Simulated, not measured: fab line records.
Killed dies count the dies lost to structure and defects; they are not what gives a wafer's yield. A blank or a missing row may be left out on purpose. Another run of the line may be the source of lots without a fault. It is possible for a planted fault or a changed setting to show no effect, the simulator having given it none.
Split-lot experiment ; flow n5-finfet ; on a route of 1938 steps: 7 lots, 39 wafers read

THE SPLIT ITSELF
At N5_BEOL_M1_PECVD_72 (deposits SiO2 from TEOS/O2, target thk 16 nm, time 18 s), the setting time-s was moved away from the recipe's 18 s on 9 of the 39 wafers read, by -44.2% to -27.1%. For the rest of the wafers, this setting stayed at what the recipe calls for.

The reading is taken at the split's own step.

THE READING
SiO2_of_BEOL_M1_PECVD_72.thk-nm (the simulator's own value, which no gauge read), in nm, at N5_BEOL_M1_PECVD_72 (deposits SiO2 from TEOS/O2, target thk 16 nm, time 18 s). The file does not state a usual value for it. Here, 30 wafers ran the recipe; their average is 16.0 nm with a standard deviation of 0.27 nm.

wafer;tool, chamber at the split;time-s as run, s;against the recipe;SiO2_of_BEOL_M1_PECVD_72.thk-nm, nm;against lot-mates on the recipe
L074.1;pecvd-01, 1,0;18;recipe;15.8;-
L074.3;pecvd-01, 1,0;18;recipe;15.8;-
L074.5;pecvd-01, 1;18;recipe;16;-
L082.1;pecvd-04, 2;18;recipe;16;-
L082.2;pecvd-04, 1;18;recipe;15.4;-
L082.3;pecvd-04, 1;18;recipe;15.6;-
L082.5;pecvd-04, 1;18;recipe;15.6;-
L082.4;pecvd-04, 2;18;recipe;16.2;-
L082.6;pecvd-04, 2;18;recipe;16.2;-
L085.1;pecvd-03, 1,0;18;recipe;16.2;-
L085.3;pecvd-03, 1,0;18;recipe;16.2;-
L085.2;pecvd-03, 2;18;recipe;15.8;-
L085.4;pecvd-03, 2;18;recipe;16;-
L085.5;pecvd-03, 0,1;18;recipe;16.4;-
L085.6;pecvd-03, 0,1;18;recipe;16.4;-
L089.1;pecvd-04, 0;18;recipe;16.4;-
L089.2;pecvd-04, 1;13.13;-27.1%;11.4;-4.5
L089.3;pecvd-04, 1;18;recipe;15.6;-
L089.4;pecvd-04, 0;13.13;-27.1%;12.4;-3.5
L089.5;pecvd-04, 0;13.13;-27.1%;12.4;-3.5
L089.6;pecvd-04, 1;18;recipe;15.8;-
L093.1;pecvd-01, 2;18;recipe;16.2;-
L093.5;pecvd-01, 2;18;recipe;16.2;-
L093.2;pecvd-01, 1;18;recipe;15.8;-
L093.3;pecvd-01, 0;11.09;-38.4%;10;-6.1
L093.6;pecvd-01, 0;11.09;-38.4%;10;-6.1
L093.4;pecvd-01, 1;11.09;-38.4%;9.8;-6.3
L096.1;pecvd-03, 2,0,1,2,0;18;recipe;16.2;-
L096.2;pecvd-03, 2,0,1,2,0;18;recipe;16.2;-
L096.4;pecvd-03, 2,0,1,2,0;18;recipe;16.2;-
L096.5;pecvd-03, 2,0,1,2,0;18;recipe;16.2;-
L096.6;pecvd-03, 2,0,1,2,0;18;recipe;16.2;-
L096.3;pecvd-03, 1;18;recipe;15.8;-
L097.1;pecvd-03, 0;18;recipe;16.2;-
L097.2;pecvd-03, 2;18;recipe;16;-
L097.3;pecvd-03, 1,0;10.04;-44.2%;9.4;-6.8
L097.6;pecvd-03, 1,0;10.04;-44.2%;9.4;-6.8
L097.4;pecvd-03, 1;10.04;-44.2%;9.2;-7.0
L097.5;pecvd-03, 2;18;recipe;16.4;-
When a row names more than one chamber, that row covers several wafers, and the file does not tell which wafer ran in which chamber.

FIT RESULTS
A straight line over all 39 wafers: SiO2_of_BEOL_M1_PECVD_72.thk-nm changes by +0.153 nm for each +1% of time-s; r = +0.99; the points scatter about the line by 0.29 nm.
The same after taking each lot's own level away (the mean of its wafers on the recipe; 39 wafers): +0.155 nm for each +1%; r = +0.99; scatter 0.27 nm.
That fit puts the effect of the largest move of time-s on the reading at 6.9 nm.
Measured against the standard deviation above, the lots' own levels, which go from 15.83 to 16.20 nm, span 1.4 times it.
So the lot-to-lot level changes the slope little: the two slopes agree.
Check: -6.85 nm against its lot-mates is what the line predicts for one of the wafers moved furthest among these (-44.2%) when that wafer is left out of the fit. It came out at -6.8 nm against them.

OTHER SPLITS APPLIED TO THESE WAFERS
Other splits were also applied to these wafers ahead of the reading. Each is held against what the fit with the lots' levels taken away leaves over:
other split on the same wafers;wafers away from the commonest value;r with SiO2_of_BEOL_M1_PECVD_72.thk-nm (lot level and that fit taken away)
N5_FIN_SAQP_SPACER1_ALD_24 ald-cycles;12;+0.12
N5_SPACER0_ALD_00 ald-cycles;15;+0.07
N5_ILD0_ALD_15 ald-cycles;15;+0.02
N5_MOL_CONTACT_COAG_ALD_27 ald-cycles;15;-0.13

FILE'S OWN FIT
SiO2_of_BEOL_M1_PECVD_72.thk-nm changes by +0.155 nm for each +1% of time-s, r = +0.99.
